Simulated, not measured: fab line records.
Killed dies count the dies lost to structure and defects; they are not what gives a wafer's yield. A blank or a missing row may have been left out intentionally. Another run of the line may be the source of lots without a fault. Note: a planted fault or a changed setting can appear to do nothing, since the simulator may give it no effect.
Split-lot study	flow n5-finfet	7 lots, 21 wafers read, on a route of 1938 steps

ON THE SPLIT
At N5_SD_EPI_P_EPI_21 (deposits SiGe:B, time 355 s), the setting time-s was moved away from the recipe's 355 s on 3 of the 21 wafers read, by -17.0% to +16.9%. This setting was run at the recipe's value on the other wafers.

The split's own step is where the reading is taken.

THE READING
SiGe-B_of_SD_EPI_P_EPI_21.thk-nm (the simulator's own value, which no gauge read), in nm, at N5_SD_EPI_P_EPI_21 (deposits SiGe:B, time 355 s). No usual value for it is given in the file. The 18 wafers here that ran the recipe average 61.5 nm, standard deviation 0.56 nm.

wafer	tool, chamber at the split	time-s as run, s	against the recipe	SiGe-B_of_SD_EPI_P_EPI_21.thk-nm, nm	against lot-mates on the recipe
L076.2	epi-rpcvd-01, 0	355	recipe	62	-
L076.3	epi-rpcvd-01, 0	355	recipe	60.8	-
L076.4	epi-rpcvd-01, 0	355	recipe	61.4	-
L081.1	epi-rpcvd-02, 0	355	recipe	61.8	-
L081.4	epi-rpcvd-02, 0	355	recipe	62.2	-
L081.5	epi-rpcvd-02, 0	374.5	+5.5%	63.8	+1.8
L083.1	epi-rpcvd-02, 0	355	recipe	61.4	-
L083.2	epi-rpcvd-02, 0	355	recipe	60.6	-
L083.5	epi-rpcvd-02, 0	355	recipe	60.8	-
L090.4	epi-rpcvd-02, 0	355	recipe	61.6	-
L090.5	epi-rpcvd-02, 0	355	recipe	62.2	-
L090.6	epi-rpcvd-02, 0	355	recipe	60.8	-
L091.1	epi-rpcvd-01, 0	355	recipe	62.2	-
L091.3	epi-rpcvd-01, 0	294.8	-17.0%	56	-6.3
L091.6	epi-rpcvd-01, 0	355	recipe	62.4	-
L093.1	epi-rpcvd-01, 0	355	recipe	61.6	-
L093.3	epi-rpcvd-01, 0	355	recipe	61	-
L093.6	epi-rpcvd-01, 0	355	recipe	61.2	-
L095.1	epi-rpcvd-02, 0	415	+16.9%	67.4	+6.3
L095.5	epi-rpcvd-02, 0	355	recipe	61.4	-
L095.6	epi-rpcvd-02, 0	355	recipe	60.8	-

FIT RESULTS
A straight line over all 21 wafers: SiGe-B_of_SD_EPI_P_EPI_21.thk-nm changes by +0.341 nm for each +1% of time-s; r = +0.96; the points scatter about the line by 0.56 nm.
The same after taking each lot's own level away (the mean of its wafers on the recipe; 21 wafers): +0.37 nm for each +1%; r = +0.98; scatter 0.37 nm.
Per that fit: largest time-s move, reading shift of 6.3 nm.
The lots' own levels span 60.93 to 62.30 nm, that is 2.4 times the standard deviation above.
Consequently the slope shifts little with the lot-to-lot level, the two slopes agreeing.
Check: for one of the wafers moved furthest among these (-17.0%), held out of the fit, the line's prediction against its lot-mates is -6.27 nm. Against them it came out at -6.3 nm.

OTHER SPLITS APPLIED TO THESE WAFERS
These wafers also went through other splits before the reading. Each is held against what the fit with the lots' levels taken away leaves over:
other split on the same wafers	wafers away from the commonest value	r with SiGe-B_of_SD_EPI_P_EPI_21.thk-nm (lot level and that fit taken away)
N5_ZERO_LAYER_PECVD_02 time-s	5	+0.33
N5_ZERO_LAYER_COAT_05 spin-rpm	7	-0.30
N5_PMOS_HMC_CHANNEL_EPI_COAT_31 spin-rpm	7	-0.01
N5_FIN_SAQP_ETCH_65 time-s	5	-0.26
N5_DUMMY_GATE_DESCUM_20 time-s	6	-0.04
N5_SD_EPI_N_ETCH_16 target-depth-a	5	+0.04

THE WHOLE CHAIN: every reading that the file lists as answering this split, in the file's order
step	what it does	reading	change (the file's fit)	r (the file's)
N5_SD_EPI_P_EPI_21	deposits SiGe:B, time 355 s	SiGe-B_of_SD_EPI_P_EPI_21.thk-nm (the simulator's own value, which no gauge read)	+0.37 nm for each +1% of the setting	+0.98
N5_SD_EPI_P_EPI_MEAS_23		thk-nm	withheld for each +1% of the setting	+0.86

THE FILE'S OWN FIT
SiGe-B_of_SD_EPI_P_EPI_21.thk-nm changes by +0.37 nm for each +1% of time-s, r = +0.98.
